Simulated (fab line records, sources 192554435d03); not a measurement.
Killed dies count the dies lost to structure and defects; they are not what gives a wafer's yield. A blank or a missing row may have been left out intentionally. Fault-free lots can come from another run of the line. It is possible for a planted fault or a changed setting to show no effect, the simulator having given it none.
Split-lot experiment || flow n5Finfet || 21 wafers read from 7 lots, route of 1938 steps

## THE SPLIT
At N5_MOL_CONTACT_COAG_CVD_140 (deposits W, target thk 66.5 nm, time 215 s), the setting targetThkA was moved away from the recipe's 665 angstrom on 9 of the 21 wafers read, by -11.2% to +13.2%. This setting was run at the recipe's value on the other wafers.

## FROM THE SPLIT TO THE READING: what the file shows between them, 2 steps
- N5_MOL_CONTACT_COAG_PRECLEAN_127: cleans in DIW, time 57.5 s
- N5_MOL_CONTACT_COAG_SRD_128: dry time 32 s

## THE READING
W_of_MOL_CONTACT_COAG_CVD_140.thkNm (the simulator's own value, which no gauge read), in nm, at N5_MOL_CONTACT_COAG_CMP_52 (polishes, stops on SiO2, t overpolish 1.5 s, target thk 66.5 nm). No usual value for it is given in the file. Across the 12 wafers here that went through the recipe, the average is 66.4 nm and the standard deviation 0.52 nm.

{"wafer": "L075.3", "tool, chamber at the split": "cvdW-01, 1", "targetThkA as run, angstrom": 753, "against the recipe": "+13.2%", "W_of_MOL_CONTACT_COAG_CVD_140.thkNm, nm": 67.2, "against lot-mates on the recipe": "no lot-mate on the recipe"}
{"wafer": "L075.1", "tool, chamber at the split": "cvdW-01, 1", "targetThkA as run, angstrom": 753, "against the recipe": "+13.2%", "W_of_MOL_CONTACT_COAG_CVD_140.thkNm, nm": 67.6, "against lot-mates on the recipe": "no lot-mate on the recipe"}
{"wafer": "L075.4", "tool, chamber at the split": "cvdW-01, 0", "targetThkA as run, angstrom": 753, "against the recipe": "+13.2%", "W_of_MOL_CONTACT_COAG_CVD_140.thkNm, nm": 66.4, "against lot-mates on the recipe": "no lot-mate on the recipe"}
{"wafer": "L083.1", "tool, chamber at the split": "cvdW-02, 0", "targetThkA as run, angstrom": 665, "against the recipe": "recipe", "W_of_MOL_CONTACT_COAG_CVD_140.thkNm, nm": 66.4, "against lot-mates on the recipe": "-"}
{"wafer": "L083.4", "tool, chamber at the split": "cvdW-02, 1", "targetThkA as run, angstrom": 690.4, "against the recipe": "+3.8%", "W_of_MOL_CONTACT_COAG_CVD_140.thkNm, nm": 65.4, "against lot-mates on the recipe": -0.9}
{"wafer": "L083.3", "tool, chamber at the split": "cvdW-02, 0", "targetThkA as run, angstrom": 665, "against the recipe": "recipe", "W_of_MOL_CONTACT_COAG_CVD_140.thkNm, nm": 66.2, "against lot-mates on the recipe": "-"}
{"wafer": "L085.1", "tool, chamber at the split": "cvdW-02, 1", "targetThkA as run, angstrom": 665, "against the recipe": "recipe", "W_of_MOL_CONTACT_COAG_CVD_140.thkNm, nm": 66, "against lot-mates on the recipe": "-"}
{"wafer": "L085.3", "tool, chamber at the split": "cvdW-02, 0", "targetThkA as run, angstrom": 617.9, "against the recipe": "-7.1%", "W_of_MOL_CONTACT_COAG_CVD_140.thkNm, nm": 61.4, "against lot-mates on the recipe": -4.6}
{"wafer": "L085.4", "tool, chamber at the split": "cvdW-02, 1", "targetThkA as run, angstrom": 617.9, "against the recipe": "-7.1%", "W_of_MOL_CONTACT_COAG_CVD_140.thkNm, nm": 62.4, "against lot-mates on the recipe": -3.6}
{"wafer": "L088.3", "tool, chamber at the split": "cvdW-01, 1", "targetThkA as run, angstrom": 665, "against the recipe": "recipe", "W_of_MOL_CONTACT_COAG_CVD_140.thkNm, nm": 66.8, "against lot-mates on the recipe": "-"}
{"wafer": "L088.1", "tool, chamber at the split": "cvdW-01, 1", "targetThkA as run, angstrom": 665, "against the recipe": "recipe", "W_of_MOL_CONTACT_COAG_CVD_140.thkNm, nm": 67, "against lot-mates on the recipe": "-"}
{"wafer": "L088.6", "tool, chamber at the split": "cvdW-01, 0", "targetThkA as run, angstrom": 665, "against the recipe": "recipe", "W_of_MOL_CONTACT_COAG_CVD_140.thkNm, nm": 66.2, "against lot-mates on the recipe": "-"}
{"wafer": "L091.4", "tool, chamber at the split": "cvdW-01, 0", "targetThkA as run, angstrom": 665, "against the recipe": "recipe", "W_of_MOL_CONTACT_COAG_CVD_140.thkNm, nm": 65.4, "against lot-mates on the recipe": "-"}
{"wafer": "L091.1", "tool, chamber at the split": "cvdW-01, 0", "targetThkA as run, angstrom": 592.6, "against the recipe": "-10.9%", "W_of_MOL_CONTACT_COAG_CVD_140.thkNm, nm": 57.6, "against lot-mates on the recipe": -8.4}
{"wafer": "L091.5", "tool, chamber at the split": "cvdW-01, 1", "targetThkA as run, angstrom": 665, "against the recipe": "recipe", "W_of_MOL_CONTACT_COAG_CVD_140.thkNm, nm": 66.6, "against lot-mates on the recipe": "-"}
{"wafer": "L095.4", "tool, chamber at the split": "cvdW-02, 1", "targetThkA as run, angstrom": 665, "against the recipe": "recipe", "W_of_MOL_CONTACT_COAG_CVD_140.thkNm, nm": 67.4, "against lot-mates on the recipe": "-"}
{"wafer": "L095.3", "tool, chamber at the split": "cvdW-02, 0", "targetThkA as run, angstrom": 590.2, "against the recipe": "-11.2%", "W_of_MOL_CONTACT_COAG_CVD_140.thkNm, nm": 59.2, "against lot-mates on the recipe": -8.2}
{"wafer": "L095.6", "tool, chamber at the split": "cvdW-02, 0", "targetThkA as run, angstrom": 590.2, "against the recipe": "-11.2%", "W_of_MOL_CONTACT_COAG_CVD_140.thkNm, nm": 59.2, "against lot-mates on the recipe": -8.2}
{"wafer": "L096.1", "tool, chamber at the split": "cvdW-01, 0", "targetThkA as run, angstrom": 665, "against the recipe": "recipe", "W_of_MOL_CONTACT_COAG_CVD_140.thkNm, nm": 65.8, "against lot-mates on the recipe": "-"}
{"wafer": "L096.5", "tool, chamber at the split": "cvdW-01, 1,0", "targetThkA as run, angstrom": 665, "against the recipe": "recipe", "W_of_MOL_CONTACT_COAG_CVD_140.thkNm, nm": 66.2, "against lot-mates on the recipe": "-"}
{"wafer": "L096.6", "tool, chamber at the split": "cvdW-01, 1,0", "targetThkA as run, angstrom": 665, "against the recipe": "recipe", "W_of_MOL_CONTACT_COAG_CVD_140.thkNm, nm": 66.2, "against lot-mates on the recipe": "-"}
Rows listing several chambers each stand for several wafers; the file does not say which wafer went through which chamber.

FIT RESULTS
A straight line over all 21 wafers: W_of_MOL_CONTACT_COAG_CVD_140.thkNm changes by +0.334 nm for each +1% of targetThkA; r = +0.79; the points scatter about the line by 1.9 nm.
The same after taking each lot's own level away (the mean of its wafers on the recipe; 18 wafers): +0.653 nm for each +1%; r = +0.96; scatter 0.98 nm.
Per that fit: largest targetThkA move, reading shift of 8.6 nm.
The lots' own levels span 66.00 to 67.40 nm, that is 2.7 times the standard deviation above.
So the lot-to-lot level blurs the effect unless lot-mates are compared.
Check: -7.44 nm against its lot-mates is what the line predicts for one of the wafers moved furthest among these (-11.2%) when that wafer is left out of the fit. Against them it came out at -8.2 nm.

## OTHER SPLITS APPLIED TO THESE WAFERS
Before the reading, these wafers also passed through other splits. Each is held against what the fit with the lots' levels taken away leaves over:
{"other split on the same wafers": "N5_WELL_APT_COAT_02 spinRpm", "wafers away from the commonest value": 8, "r with W_of_MOL_CONTACT_COAG_CVD_140.thkNm (lot level and that fit taken away)": "+0.20"}
{"other split on the same wafers": "N5_PMOS_HMC_CHANNEL_EPI_HM_DEP_34 timeS", "wafers away from the commonest value": 6, "r with W_of_MOL_CONTACT_COAG_CVD_140.thkNm (lot level and that fit taken away)": "+0.07"}
{"other split on the same wafers": "N5_DUMMY_GATE_COAT_35 spinRpm", "wafers away from the commonest value": 7, "r with W_of_MOL_CONTACT_COAG_CVD_140.thkNm (lot level and that fit taken away)": "+0.14"}
{"other split on the same wafers": "N5_SD_EPI_N_ETCH_45 targetDepthA", "wafers away from the commonest value": 7, "r with W_of_MOL_CONTACT_COAG_CVD_140.thkNm (lot level and that fit taken away)": -0.12}
{"other split on the same wafers": "N5_ILD0_CMP_03 downForcePsi", "wafers away from the commonest value": 6, "r with W_of_MOL_CONTACT_COAG_CVD_140.thkNm (lot level and that fit taken away)": "+0.07"}
{"other split on the same wafers": "N5_HKMG_FIN_EXPOSE_46 doseMj", "wafers away from the commonest value": 8, "r with W_of_MOL_CONTACT_COAG_CVD_140.thkNm (lot level and that fit taken away)": -0.43}
{"other split on the same wafers": "N5_HKMG_FIN_DEVELOP_48 developTimeS", "wafers away from the commonest value": 5, "r with W_of_MOL_CONTACT_COAG_CVD_140.thkNm (lot level and that fit taken away)": "+0.29"}
{"other split on the same wafers": "N5_MOL_CONTACT_COAG_EXPOSE_05 doseMj", "wafers away from the commonest value": 5, "r with W_of_MOL_CONTACT_COAG_CVD_140.thkNm (lot level and that fit taken away)": -0.33}
{"other split on the same wafers": "N5_MOL_CONTACT_COAG_PECVD_31 tempC", "wafers away from the commonest value": 11, "r with W_of_MOL_CONTACT_COAG_CVD_140.thkNm (lot level and that fit taken away)": -0.29}
{"other split on the same wafers": "N5_MOL_CONTACT_COAG_EXPOSE_81 doseMj", "wafers away from the commonest value": 6, "r with W_of_MOL_CONTACT_COAG_CVD_140.thkNm (lot level and that fit taken away)": "+0.03"}

## THE WHOLE CHAIN: every reading that the file lists as answering this split, in the file's order
{"step": "N5_MOL_CONTACT_COAG_CVD_140", "what it does": "deposits W, target thk 66.5 nm, time 215 s", "reading": "W_of_MOL_CONTACT_COAG_CVD_140.thkNm (the simulator's own value, which no gauge read)", "change (the file's fit)": "+0.74 nm for each +1% of the setting", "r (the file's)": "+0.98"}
{"step": "N5_MOL_CONTACT_COAG_CMP_52", "what it does": "polishes, stops on SiO2, t overpolish 1.5 s, target thk 66.5 nm", "reading": "W_of_MOL_CONTACT_COAG_CVD_140.thkNm (the simulator's own value, which no gauge read)", "change (the file's fit)": "+0.676 nm for each +1% of the setting", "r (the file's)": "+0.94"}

## THE FILE'S OWN FIT
W_of_MOL_CONTACT_COAG_CVD_140.thkNm changes by +0.676 nm for each +1% of targetThkA, r = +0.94.
